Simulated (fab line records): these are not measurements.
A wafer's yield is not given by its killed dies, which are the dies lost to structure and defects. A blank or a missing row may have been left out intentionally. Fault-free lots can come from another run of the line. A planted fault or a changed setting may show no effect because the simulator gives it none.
fab line records | flow nandHarc
record: lots: 13 | wafers: 39 | lastDay: 33
route steps=1302 shown A_DECK1_JOINT@518 A_ONON_D2@545 END@1302
lots that met no fault: taken from a fault-free run of the same line
startH: hours from the record's first day to the start of the lot's first wafer shown | waitH: hours elapsed since this lot's preceding step | " as in the row above | L1.1+2: a single row standing in for several wafers | - no value, or no start given | * or withheld: withheld | < > ~ a bound
route shown NAME@n: names a module that has steps shown in the file, with the first one's number in the route | usual: average and standard deviation across the fault-free wafers | same: alike in all rows | chamber/n: place in a boat | sites: each site's reading | _std_site: the values' standard deviation | _edge_site: outer sites' mean less inner sites' | radiusMm: how far each site lies from the wafer's centre | mask NAME#n: copy n | behind: the last tool/chamber to shape the wafer | hold: why the lot went on hold/how many hours it stayed there/how the hold came to an end | device: whichever transistor did not switch (one of n, p or np) | end of line: tests of these same wafers at the route's end | a step given without rows: its recipe and nothing more | killed: dies lost to structure and defects at the first sort, not the wafer's yield | map: the dies of a wafer, with x for killed, . for not killed, _ for no die there
set.NAME: the setting as run; set.NAME@STEP: as run at that earlier step | model.NAME: the simulator's own value behind a step, which no gauge read
a sample of lots followed through the steps of the route, with each step as a table and each wafer as a row
services: from which hour (startH, from the record's first day; less than 0 if before it) a tool's chamber was out of use, for how many hours, and why
== steps ==
step: NHARC_A_DECK1_JOINT_ETCHBACK_07
recipe: targetDepthA: 1050 | timeS: 26.9 | hbrFlowSccm: 150 | rfW: 350 | icpW: 350 | biasW: 60 | chemistry: HBr
usual: drypumpMotorCurrentA: 5.8/0.31 | oesProductAu: 1.002/0.013 | throttleValvePct: 23.266/0.0095
lot.wafer | tool     | chamber | startH | waitH | drypumpMotorCurrentA | oesProductAu | rfHoursCounterH | throttleValvePct
L282.2    | rieSi-03 | 0       | 257.48 | 0.1   | 6.3                  | 1.007        | 0.1             | 23.275
L282.4    | "        | 2       | "      | "     | 6.0                  | 0.997        | 0.1             | 23.257
L282.6    | "        | 1       | "      | "     | 6.0                  | 1.001        | -               | 23.261
L284.3    | rieSi-01 | 3       | 272.06 | 0.1   | 5.6                  | 0.993        | 0.5             | 23.277
L284.4    | "        | 0       | "      | "     | 5.6                  | 1.017        | 0.5             | 23.260
L284.2    | "        | 1       | "      | "     | 6.0                  | 1.000        | 0.5             | 23.259
L283.1    | rieSi-01 | 0       | 275.65 | 0.1   | 5.5                  | 1.019        | 0.5             | 23.268
L283.4    | "        | 2       | "      | "     | 6.2                  | 1.012        | 0.5             | 23.254
L283.6    | "        | 3       | "      | "     | 5.5                  | 0.993        | -               | 23.281
L285.4    | rieSi-03 | 3       | 284.61 | 0.1   | 5.4                  | 1.009        | 0.3             | 23.282
L285.2    | "        | 1       | "      | "     | 6.0                  | 1.002        | 0.3             | 23.267
L285.6    | "        | 3       | "      | "     | 5.4                  | 1.015        | -               | 23.269
L286.2    | rieSi-03 | 2       | 301.27 | 0.1   | 6.0                  | 0.997        | 0.4             | 23.274
L286.5    | "        | 0       | "      | "     | 6.3                  | 0.988        | -               | 23.254
L286.6    | "        | 1       | "      | "     | 6.0                  | 1.000        | -               | 23.257
L292.1    | rieSi-05 | 3       | 349.57 | 0.1   | 5.4                  | 0.983        | 0.2             | 23.273
L292.5    | "        | 3       | "      | "     | 5.4                  | 0.993        | -               | 23.269
L292.6    | "        | 0       | "      | "     | 5.4                  | 0.992        | -               | 23.255
L293.3    | rieSi-05 | 0       | 370.41 | 0.1   | 5.4                  | 0.984        | 0.3             | 23.256
L293.1    | "        | 1       | "      | "     | 5.6                  | 1.009        | 0.3             | 23.265
L293.5    | "        | 2       | "      | "     | 5.8                  | 0.988        | -               | 23.271
L295.3    | rieSi-03 | 3       | 379.07 | 0.1   | 5.4                  | 1.018        | 0.8             | 23.251
L295.2    | "        | 2       | "      | "     | 6.0                  | 0.984        | 0.9             | 23.262
L295.6    | "        | 0       | "      | "     | 6.3                  | 0.979        | -               | 23.271
L297.2    | rieSi-05 | 1       | 401.88 | 0.1   | 5.6                  | 1.003        | 0.5             | 23.286
L297.4    | "        | 2       | "      | "     | 5.8                  | 0.989        | 0.5             | 23.268
L297.3    | "        | 3       | "      | "     | 5.4                  | 0.985        | 0.6             | 23.260
L296.1    | rieSi-01 | 3       | 401.89 | 0.1   | 5.6                  | 1.007        | 0.2             | 23.269
L296.4    | "        | 0       | "      | "     | 5.6                  | 1.007        | 0.1             | 23.273
L296.5    | "        | 1       | "      | "     | 6.0                  | 1.007        | -               | 23.266
L300.4    | rieSi-03 | 2       | 436.28 | 0.1   | 6.0                  | 0.990        | 0.2             | 23.276
L300.1    | "        | 0       | "      | "     | 6.3                  | 1.000        | 0.2             | 23.266
L300.5    | "        | 2       | "      | "     | 6.0                  | 0.980        | -               | 23.255
L302.3    | rieSi-01 | 0       | 460.67 | 0.1   | 5.5                  | 1.030        | 0.5             | 23.247
L302.1    | "        | 1       | "      | "     | 6.1                  | 1.010        | 0.6             | 23.267
L302.6    | "        | 0       | "      | "     | 5.5                  | 1.035        | -               | 23.250
L303.2    | rieSi-05 | 1       | 470.12 | 0.1   | 5.6                  | 1.025        | 1.0             | 23.277
L303.4    | "        | 3       | "      | "     | 5.4                  | 0.987        | 1.0             | 23.246
L303.5    | "        | 0       | "      | "     | 5.4                  | 1.004        | -               | 23.269
step: NHARC_A_DECK1_JOINT_CMP_02
recipe: material: SiOx
usual: motorCurrentA: 11.9/1.4
lot.wafer | tool   | chamber | startH | waitH | motorCurrentA
L282.2    | cmp-01 | 0       | 294.85 | 0.4   | 10.5
L282.4    | "      | 2       | "      | "     | 12.2
L282.6    | "      | 1       | "      | "     | 15.0
L284.3    | cmp-01 | 0       | 309.35 | 0.4   | 10.0
L284.2    | "      | 1       | "      | "     | 14.9
L284.4    | "      | 2       | "      | "     | 12.3
L283.4    | cmp-02 | 3       | 312.29 | 0.4   | 12.6
L283.1    | "      | 1       | "      | "     | 12.4
L283.6    | "      | 0       | "      | "     | 10.9
L285.2    | cmp-01 | 0       | 321.50 | 0.4   | 10.3
L285.4    | "      | 2       | "      | "     | 11.7
L285.6    | "      | 3       | "      | "     | 11.3
L286.2    | cmp-04 | 1       | 333.22 | 0.4   | 11.6
L286.6    | "      | 3       | "      | "     | 12.7
L286.5    | "      | 0       | "      | "     | 12.9
L292.1    | cmp-04 | 2       | 386.89 | 0.4   | 10.3
L292.6    | "      | 3       | "      | "     | 12.7
L292.5    | "      | 0       | "      | "     | 12.3
L293.1    | cmp-02 | 1       | 409.32 | 0.4   | 13.4
L293.3    | "      | 2       | "      | "     | 11.4
L293.5    | "      | 0       | "      | "     | 11.0
L295.3    | cmp-02 | 3       | 416.46 | 0.4   | 12.1
L295.2    | "      | 0       | "      | "     | 10.7
L295.6    | "      | 2       | "      | "     | 10.6
L297.4    | cmp-01 | 3       | 440.09 | 0.4   | 11.1
L297.3    | "      | 0       | "      | "     | 10.8
L297.2    | "      | 1       | "      | "     | 15.5
L296.1    | cmp-02 | 0       | 440.14 | 0.4   | 11.1
L296.4    | "      | 1       | "      | "     | 13.9
L296.5    | "      | 3       | "      | "     | 12.1
L300.4    | cmp-01 | 1       | 476.09 | 0.4   | 15.1
L300.1    | "      | 2       | "      | "     | 12.2
L300.5    | "      | 0       | "      | "     | 10.1
L302.3    | cmp-02 | 3       | 494.42 | 0.4   | 12.2
L302.1    | "      | 1       | "      | "     | 13.5
L302.6    | "      | 3       | "      | "     | 11.6
L303.2    | cmp-01 | 2       | 503.72 | 0.4   | 11.8
L303.4    | "      | 3       | "      | "     | 11.6
L303.5    | "      | 1       | "      | "     | 15.6
step: NHARC_A_DECK1_JOINT_INSPECT_05
usual: rawDefectCount: 330/120
lot.wafer | tool             | chamber | startH | waitH | rawDefectCount
L282.2    | defectInspect-02 | -       | 295.56 | 0.0   | 485
L282.4    | "                | -       | "      | "     | 309
L282.6    | "                | -       | "      | "     | 223
L284.2    | defectInspect-02 | -       | 310.06 | 0.0   | 271
L284.3    | "                | -       | "      | "     | 297
L284.4    | "                | -       | "      | "     | 290
L283.1    | defectInspect-01 | -       | 312.99 | 0.0   | 252
L283.4    | "                | -       | "      | "     | 661
L283.6    | "                | -       | "      | "     | 282
L285.2    | defectInspect-01 | -       | 322.18 | 0.0   | 379
L285.4    | "                | -       | "      | "     | 450
L285.6    | "                | -       | "      | "     | 438
L286.2    | defectInspect-01 | -       | 333.88 | 0.0   | 349
L286.5    | "                | -       | "      | "     | 263
L286.6    | "                | -       | "      | "     | 254
L292.1    | defectInspect-02 | -       | 387.54 | 0.0   | 613
L292.5    | "                | -       | "      | "     | 433
L292.6    | "                | -       | "      | "     | 415
L293.1    | defectInspect-01 | -       | 409.97 | 0.0   | 263
L293.3    | "                | -       | "      | "     | 330
L293.5    | "                | -       | "      | "     | 338
L295.2    | defectInspect-01 | -       | 417.11 | 0.0   | 431
L295.3    | "                | -       | "      | "     | 197
L295.6    | "                | -       | "      | "     | 348
L296.1    | defectInspect-02 | -       | 440.80 | 0.0   | 235
L296.4    | "                | -       | "      | "     | 230
L296.5    | "                | -       | "      | "     | 279
L297.2    | defectInspect-02 | -       | 440.80 | 0.0   | 625
L297.3    | "                | -       | "      | "     | 536
L297.4    | "                | -       | "      | "     | 303
L300.1    | defectInspect-02 | -       | 476.74 | 0.0   | 453
L300.4    | "                | -       | "      | "     | 537
L300.5    | "                | -       | "      | "     | 228
L302.1    | defectInspect-02 | -       | 495.12 | 0.0   | 226
L302.3    | "                | -       | "      | "     | 139
L302.6    | "                | -       | "      | "     | 170
L303.2    | defectInspect-02 | -       | 504.38 | 0.0   | 210
L303.4    | "                | -       | "      | "     | 259
L303.5    | "                | -       | "      | "     | 219
step: NHARC_A_ONON_D2_DEP_00
recipe: targetThkA: 10000 | n2FlowSccm: 2750 | n2oFlowSccm: 2000 | nh3FlowSccm: 500 | sih4FlowSccm: 210 | tempC: 400
lot.wafer  | tool         | chamber | startH | waitH
L282.2+4+6 | pecvdOnon-01 | 0       | 295.68 | 0.1
L284.2+3+4 | pecvdOnon-01 | 0       | 310.18 | 0.1
L283.1+4+6 | pecvdOnon-01 | 0       | 313.06 | 0.1
L285.2+4+6 | pecvdOnon-01 | 0       | 322.30 | 0.1
L286.2+5+6 | pecvdOnon-02 | 0       | 334.00 | 0.1
L292.1+5+6 | pecvdOnon-04 | 0       | 387.61 | 0.1
L293.1+3+5 | pecvdOnon-01 | 0       | 410.04 | 0.1
L295.2+3+6 | pecvdOnon-01 | 0       | 417.23 | 0.1
L296.1+4+5 | pecvdOnon-01 | 0       | 440.86 | 0.1
L297.2+3+4 | pecvdOnon-04 | 0       | 440.93 | 0.1
L300.1+4+5 | pecvdOnon-01 | 0       | 476.81 | 0.1
L302.1+3+6 | pecvdOnon-01 | 0       | 495.18 | 0.1
L303.2+4+5 | pecvdOnon-01 | 0       | 504.50 | 0.1
step: NHARC_A_ONON_D2_THK_MEAS_02
recipe: thkMeasGauge: ellipsometry
usual: thkNm: 1001/7.9
lot.wafer | tool         | chamber | startH | waitH | thkNm
L282.2    | filmMetro-02 | -       | 296.14 | -     | 1011
L282.4    | "            | -       | "      | "     | 1013
L282.6    | "            | -       | "      | "     | 1010
L284.2    | filmMetro-01 | -       | 310.64 | -     | 1003
L284.3    | "            | -       | "      | "     | 1003
L284.4    | "            | -       | "      | "     | 1003
L283.1    | filmMetro-02 | -       | 313.57 | -     | 1005
L283.4    | "            | -       | "      | "     | 671
L283.6    | "            | -       | "      | "     | 1006
L285.2    | filmMetro-01 | -       | 322.75 | -     | 1004
L285.4    | "            | -       | "      | "     | 673
L285.6    | "            | -       | "      | "     | 1005
L286.2    | filmMetro-01 | -       | 334.45 | -     | 1001
L286.5    | "            | -       | "      | "     | 1001
L286.6    | "            | -       | "      | "     | 1001
L292.1    | filmMetro-01 | -       | 388.12 | -     | 1004
L292.5    | "            | -       | "      | "     | 1002
L292.6    | "            | -       | "      | "     | 1004
L293.1    | filmMetro-01 | -       | 410.55 | -     | 994
L293.3    | "            | -       | "      | "     | 994
L293.5    | "            | -       | "      | "     | 993
L295.2    | filmMetro-01 | -       | 417.68 | -     | 997
L295.3    | "            | -       | "      | "     | 994
L295.6    | "            | -       | "      | "     | 995
L296.1    | filmMetro-01 | -       | 441.37 | -     | 985
L296.4    | "            | -       | "      | "     | 986
L296.5    | "            | -       | "      | "     | 986
L297.2    | filmMetro-02 | -       | 441.38 | -     | 1020
L297.3    | "            | -       | "      | "     | 1019
L297.4    | "            | -       | "      | "     | 1019
L300.1    | filmMetro-01 | -       | 477.32 | -     | 986
L300.4    | "            | -       | "      | "     | 986
L300.5    | "            | -       | "      | "     | 986
L302.1    | filmMetro-02 | -       | 495.69 | -     | 998
L302.3    | "            | -       | "      | "     | 998
L302.6    | "            | -       | "      | "     | 998
L303.2    | filmMetro-02 | -       | 504.95 | -     | 1005
L303.4    | "            | -       | "      | "     | 1006
L303.5    | "            | -       | "      | "     | 1003
step: NHARC_END_SORT_01
recipe: tempC: 25
usual: killedAtArray: 55/20 | killedAtOther: 1.2/1.3 | killedAtPeriphery: 4.0/3 | killedDies: 60/21 | killedOpen: 3.2/1.9 | killedShort: 2.5/1.6
same: grossDies: 677
lot.wafer | tool      | chamber | startH | waitH | killedAtArray | killedAtOther | killedAtPeriphery | killedDies | killedOpen | killedShort
L283.1    | prober-02 | 0       | 588.70 | 2.5   | 22            | 0             | 11                | 33         | 5          | 1
L283.4    | prober-02 | 0       | 591.14 | 3.4   | 673           | 0             | 4                 | 677        | 7          | 5
L283.6    | prober-02 | 0       | 592.77 | 4.1   | 19            | 0             | 5                 | 24         | 4          | 1
L285.2    | prober-02 | 0       | 606.74 | 2.8   | 61            | 4             | 1                 | 66         | 4          | 5
L285.4    | prober-02 | 0       | 608.32 | 3.4   | 676           | 1             | 0                 | 677        | 6          | 0
L285.6    | prober-02 | 0       | 609.90 | 4.0   | 55            | 2             | 3                 | 60         | 4          | 2
killed by level:class
L283.1 A_CHANNEL_HOLE_D2:chamberFilmFlake=12 P_M1:chamberFilmFlake=5 A_CONTACT:chamberFilmFlake=3 P_GATE:chamberFilmFlake=2 A_CHANNEL_FILL_D2:chamberFilmFlake=2 A_WL_FILL:chamberFilmFlake=2 P_CONTACT:geometricParticle:short=1 P_CONTACT:geometricParticle:open=1
L283.4 A_ONON_D2:areaDep=650 A_CHANNEL_HOLE_D2:chamberFilmFlake=7 A_CHANNEL_HOLE_D1:chamberFilmFlake=4 A_CHANNEL_FILL_D1:geometricParticle:short=2 P_M1:chamberFilmFlake=2 P_CONTACT:geometricParticle:open=1 P_M0:geometricParticle:open=1 A_ONON_D1:geometricParticle:open=1
L283.6 A_CHANNEL_HOLE_D2:chamberFilmFlake=9 A_CONTACT:chamberFilmFlake=3 A_DECK1_JOINT:chamberFilmFlake=2 P_GATE:geometricParticle:open=1 P_CONTACT:geometricParticle:open=1 A_CHANNEL_FILL_D1:geometricParticle:short=1 A_CHANNEL_HOLE_D2:geometricParticle:open=1 A_CONTACT:geometricParticle:open=1
L285.2 A_CHANNEL_HOLE_D1:chamberFilmFlake=35 A_CHANNEL_HOLE_D2:chamberFilmFlake=11 THIN_TSV:chamberFilmFlake=4 A_ONON_D1:geometricParticle:short=2 A_CHANNEL_FILL_D1:chamberFilmFlake=2 A_CONTACT:chamberFilmFlake=2 A_M1:chamberFilmFlake=2 P_CONTACT:geometricParticle:open=1
L285.4 A_ONON_D2:areaDep=624 A_CHANNEL_HOLE_D1:chamberFilmFlake=27 A_CHANNEL_HOLE_D2:chamberFilmFlake=11 A_BLC:geometricParticle:open=2 A_M0:geometricParticle:open=2 A_CHANNEL_FILL_D1:chamberFilmFlake=2 A_CHANNEL_FILL_D2:geometricParticle:open=1 A_SGD_CUT:geometricParticle:open=1
L285.6 A_CHANNEL_HOLE_D1:chamberFilmFlake=31 A_CHANNEL_HOLE_D2:chamberFilmFlake=17 A_SLIT:chamberFilmFlake=2 THIN_TSV:chamberFilmFlake=2 P_GATE:geometricParticle:open=1 P_M1:geometricParticle:open=1 A_SGD_CUT:geometricParticle:open=1 A_WL_FILL:geometricParticle:short=1
== services ==
tool         | chamber | startH | hours | kind
rieSi-01     | -       | 244.00 | 1.4   | repair
pecvdOnon-01 | -       | 261.95 | 1.3   | repair
rieSi-05     | 3       | 262.32 | 4.9   | repair
pecvdOnon-01 | -       | 269.00 | 13.0  | pm
cmp-02       | -       | 273.48 | 0.8   | repair
cmp-01       | -       | 276.02 | 3.8   | repair
cmp-01       | -       | 283.50 | 4.0   | pm
rieSi-05     | -       | 305.00 | 9.0   | pm
rieSi-01     | 1       | 328.64 | 1.9   | repair
cmp-02       | -       | 330.50 | 4.0   | pm
rieSi-03     | 3       | 341.47 | 2.5   | repair
cmp-01       | -       | 356.69 | 3.4   | repair
rieSi-05     | 1       | 359.18 | 8.6   | repair
rieSi-01     | 3       | 366.10 | 5.0   | repair
cmp-01       | -       | 381.50 | 4.0   | pm
cmp-02       | -       | 391.54 | 1.1   | repair
rieSi-03     | -       | 398.00 | 9.0   | pm
cmp-02       | -       | 428.50 | 4.0   | pm
rieSi-03     | -       | 436.48 | 0.5   | repair
pecvdOnon-01 | -       | 450.00 | 13.0  | pm
cmp-01       | -       | 479.50 | 4.0   | pm
pecvdOnon-01 | -       | 484.97 | 2.6   | repair
rieSi-03     | -       | 491.30 | 1.1   | repair
cmp-02       | -       | 503.80 | 2.2   | repair
== key ==
firstSign: step: NHARC_A_ONON_D2_THK_MEAS_02 | reading: thkNm | direction: down | sigmas: 42 | usual: 1001 | struck: 672
effect: step: NHARC_END_SORT_01 | reading: killedAtArray | direction: up | sigmas: 30 | usual: 55 | struck: 674
moreKillsBornAt: NHARC_A_ONON_D2_DEP_00@pecvdOnon-01: 1274
metAt NHARC_A_ONON_D2_DEP_00
struckLots L283,L285
struckWafers L283.4,L285.4
laterRowsLeftOut L283.4,L285.4
testerLeftOut L283,L285
notActingAt NHARC_A_DECK1_JOINT_ETCHBACK_07,NHARC_A_DECK1_JOINT_CMP_02,NHARC_A_DECK1_JOINT_INSPECT_05
onsetBetween 310.18 313.06
fault: kind: processParameterDrift | tool: pecvdOnon-01 | chamber: - | onsetH: 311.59 | steps: NHARC_A_ONON_D2_DEP_00 | channel: targetThkA | offset: * | shape: step | endH: 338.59 | scope: struckWafersOnly | actsIn: * | stated: *
testerLeftOut: of these lots the tester's yield and bins aren't shown, on N5 and GAA mostly nor the transistor test; their killed dies are dies lost to structure and defects alone, not to doping, threshold or leakage, so they don't give the yield
laterRowsLeftOut: the simulator's readings of these wafers behind a module that went badly wrong aren't trusted and aren't shown, but for the sort
